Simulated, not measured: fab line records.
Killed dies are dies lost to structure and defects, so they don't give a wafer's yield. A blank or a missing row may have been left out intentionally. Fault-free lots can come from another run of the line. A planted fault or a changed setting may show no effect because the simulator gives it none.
One fault through the eyes of 3 desks | flow n5Finfet | what lay behind the numbers comes last; until then each desk has only its own
Where a reading is given only as a bound, like >300, the bound stands for it, and a mean or a difference that rests on one is marked > or <: the true number lies beyond.

== AT THE TOOL OWNER'S DESK: rieDiel-03 ==
The tool's own readings at N5_HKMG_FIN_ETCH_54 (etches SiARC in CF4, target depth 45.5 nm, time 75.8 s): means of the sampled wafers that have a number, for each lot that ran on this tool. Any lot whose mean is over 4 standard deviations away from the usual mean is out of limits and marked OUT; that distance is given in the brackets.
Columns: A = drypumpMotorCurrentA at N5_HKMG_FIN_ETCH_54, usual 5.7 A; B = etchRfOnTimeS at N5_HKMG_FIN_ETCH_54, usual 75 s; C = oesProductAu at N5_HKMG_FIN_ETCH_54, usual 0.71 a.u.; D = rfVppV at N5_HKMG_FIN_ETCH_54, usual 184.5 V; E = showerheadPlenumPTorr at N5_HKMG_FIN_ETCH_54, usual 2.17 Torr; F = throttleValvePct at N5_HKMG_FIN_ETCH_54, usual 15.56 %
lot  | first seen here | A   | B  | C    | D     | E    | F
L134 | day 4 20:25     | 5.4 | 77 | 0.61 | 184.6 | 2.19 | 15.81
L149 | day 8 16:25     | 5.6 | 77 | 0.67 | 185.0 | 2.15 | 15.71
L150 | day 8 20:28     | 5.4 | 77 | 0.65 | 184.5 | 2.18 | 15.69
This desk's finding: nothing out of limits on any of the 3 lots.

== AT THE METROLOGY DESK ==
Means of the sampled wafers that have a number, per lot and without regard to the tool the lot ran on: this is what the gauges read. Any lot whose mean is over 4 standard deviations away from the usual mean is out of limits and marked OUT; that distance is given in the brackets. 7 of its 10 readings are shown, namely those furthest out on some lot.
Columns: A = DIBL_N at N5_BEOL_M4_RC_MEAS_101, usual 36.1 mV/V; B = DIBL_P at N5_BEOL_M4_RC_MEAS_101, usual 36 mV/V; C = IOFF_N at N5_BEOL_M4_RC_MEAS_101, usual 0.16 nA/um; D = IOFF_P at N5_BEOL_M4_RC_MEAS_101, usual 0.20 nA/um; E = SS_N at N5_BEOL_M4_RC_MEAS_101, usual 71.6 mV/dec; F = SS_P at N5_BEOL_M4_RC_MEAS_101, usual 73.2 mV/dec; G = VT_P at N5_BEOL_M4_RC_MEAS_101, usual -252 mV
lot  | first seen here | A    | B  | C    | D    | E    | F    | G
L134 | day 9 11:20     | 36.8 | 38 | 0.18 | 0.21 | 71.8 | 73.5 | -251
L149 | day 13 20:47    | 38.6 | 37 | 0.20 | 0.24 | 72.6 | 74.5 | -250
L150 | day 14 01:12    | 33.4 | 32 | 0.11 | 0.16 | 70.3 | 72.9 | -252
L152 | day 14 23:23    | 38.2 | 39 | 0.19 | 0.28 | 72.0 | 73.7 | -243
This desk's finding: nothing out of limits on any of the 4 lots.

== THE DEFECT DESK ==
Per lot, the means of the sampled wafers with a number show what the inspections along the route counted. Any lot whose mean is over 4 standard deviations away from the usual mean is out of limits and marked OUT; that distance is given in the brackets.
Columns: A = rawDefectCount at N5_HKMG_FIN_INSPECT_14, usual 2.2
lot  | first seen here | A
L134 | day 4 23:40     | 1.7
L149 | day 8 19:50     | >202 (+99 or more) OUT
L150 | day 8 23:46     | >102 (>+67) OUT
L152 | day 9 09:40     | 1.3
This desk's finding: out of limits on L149, L150; first on L149, day 8 19:50 (rawDefectCount at N5_HKMG_FIN_INSPECT_14). L134, L152: within limits.

== BROUGHT TOGETHER ==
The defect desk could have raised an alarm at day 8 19:50, on L149, L150.
The desk of the tool owner found nothing out of limits.
From the metrology desk's view, nothing was out of limits.
Tool owner's desk: L149, L150 on record, inside its limits.
The metrology desk has L149, L150 on record, within its limits.
All the named lots went through N5_HKMG_FIN_ETCH_54 on rieDiel-03.

== WHAT HAD BEEN PUT IN BY THE SIMULATOR ==
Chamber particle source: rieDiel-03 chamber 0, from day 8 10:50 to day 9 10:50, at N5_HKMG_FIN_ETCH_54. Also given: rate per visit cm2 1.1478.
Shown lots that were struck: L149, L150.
Hours from the fault's start to each desk's first reading out of limits: the defect desk, 9.
